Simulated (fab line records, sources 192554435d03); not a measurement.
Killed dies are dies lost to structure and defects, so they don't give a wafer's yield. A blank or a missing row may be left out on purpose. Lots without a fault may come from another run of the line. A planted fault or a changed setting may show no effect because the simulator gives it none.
A struck lot beside a sound one | flow n5_finfet | 34 steps out of a route of 1938
Sound: wafers L874.2, L874.4, L874.6. Struck: wafer L884.2. (L884.1, L884.5 of the same lot were not struck and are left out.) The cause comes at the end.
At each step with rows: each side's tool, then ch and its chambers, then its first start. Under that, the readings that differ: sound wafers | struck wafers | difference of the means | sigmas: that difference in standard deviations of wafers without a fault.
alike: readings whose means differ by less than 2 such deviations, and words and numbers that are the same on both sides. not compared: withheld readings, readings that some wafer has no value for, bounds like >300 that may hide the same value, and numbers for which the record gives no deviation and whose values overlap.
The two part at a step that has a row with sigmas, a row that says differs or no value, or rows on one side only. Numbers that don't overlap but have no deviation are shown without sigmas and don't part them. A reading that every wafer of one side lacks parts them only if that side has two wafers or more.

first, 9 steps without rows for these wafers: N5_BEOL_M11_DESCUM_33 (chemistry O2, time 7.9 s); N5_BEOL_M11_ETCH_65 (etches SiARC in CF4, target depth 39 nm, time 65 s); N5_BEOL_M11_ETCH_66 (etches SOC in N2/H2, target depth 120 nm, overetch 24 nm, time 180 s); N5_BEOL_M11_STRIP_69 (strips in N2/H2); N5_BEOL_M11_VIA_ETCH_34 (etches SiCOH lowk in C4F6/O2, target depth 184.5 nm, time 69.2 s); N5_BEOL_M11_STRIP_73 (strips in C4F6/O2); N5_BEOL_M11_STRIP_36 (strips in N2/H2); N5_BEOL_M11_TRENCH_ETCH_37 (etches SiCOH lowk in C4F6/O2, target depth 148.83 nm, time 48 s); N5_BEOL_M11_ETCH_41 (etches SiCN in CH3F/O2, target depth 42.6 nm, time 86 s).
N5_BEOL_M11_STRIP_77: strips in N2/H2, time 10 s.
  sound on rie_diel-03 ch 1,2,3, day 10 21:34; struck on rie_diel-03 ch 2, day 13 06:06
  alike: drypump_motor_current_A, oes_product_au, rf_vpp_V, showerhead_plenum_p_Torr, throttle_valve_pct
  not compared: rf_hours_counter_h
then, 23 steps without rows for these wafers: N5_BEOL_M11_HM_STRIP_39 (strips TiN in peroxide tin strip, target depth 25 nm, time 158 s); N5_BEOL_M11_SRD_40 (time 30 s); N5_BEOL_M11_PRECLEAN_42 (cleans in residue remover, time 60 s); N5_BEOL_M11_SRD_43 (time 30 s); N5_BEOL_M11_CURE_72 (cures SiCOH lowk, time 120 s); N5_BEOL_M11_DEGAS_44 (time 60 s); N5_BEOL_M11_PRE_CLEAN_45 (time 30 s); N5_BEOL_M11_ALD_74 (deposits TaN, target thk 2 nm, pulse time 2 s, purge time 3 s); N5_BEOL_M11_SURFACE_TREAT_76; N5_BEOL_M11_CVD_75 (deposits Co from CCTBA/H2, target thk 2 nm, time 138.9 s); N5_BEOL_M11_SPUTTER_48 (material Cu, target thk 12 nm, time 2 s); N5_BEOL_M11_ECD_50 (material Cu, target thk 318 nm); N5_BEOL_M11_ANNEAL_51 (time 90 s); N5_BEOL_M11_CMP_52 (polishes, stops on SiCOH lowk, t overpolish 7 s, target thk 140 nm); N5_BEOL_M11_PRE_CLEAN_55 (time 15 s); N5_BEOL_M11_DEP_56 (deposits SiCN from 3MS/NH3, target thk 30 nm, time 10.5 s); N5_BEOL_M12_ILD_DEP_00 (deposits SiOC from DEMS/O2, target thk 658.92 nm, time 130.7 s); N5_BEOL_M12_COAT_58 (time 60 s, resist thk 89 nm); N5_BEOL_M12_COAT_04 (resist thk 400 nm); N5_BEOL_M12_EBR_06; N5_BEOL_M12_SOFTBAKE_05 (time 60 s); N5_BEOL_M12_EXPOSE_07 (exposes mask V11); N5_BEOL_M12_PEB_08 (peb time 90 s).
-- the record jumps here: 2 days lie between the struck wafers' starts before and after (it left off in module BEOL_M12 and takes up again in module PASSIVATION, whose first step shown is number 1936 of the route) --
N5_PASSIVATION_PROBE_49:
  the record has rows for the struck wafers here (prober-02, day 15 07:20) and none for the sound ones

WHERE THEY PART
Only at N5_PASSIVATION_PROBE_49, within this record.

WHY: what the simulator had put in
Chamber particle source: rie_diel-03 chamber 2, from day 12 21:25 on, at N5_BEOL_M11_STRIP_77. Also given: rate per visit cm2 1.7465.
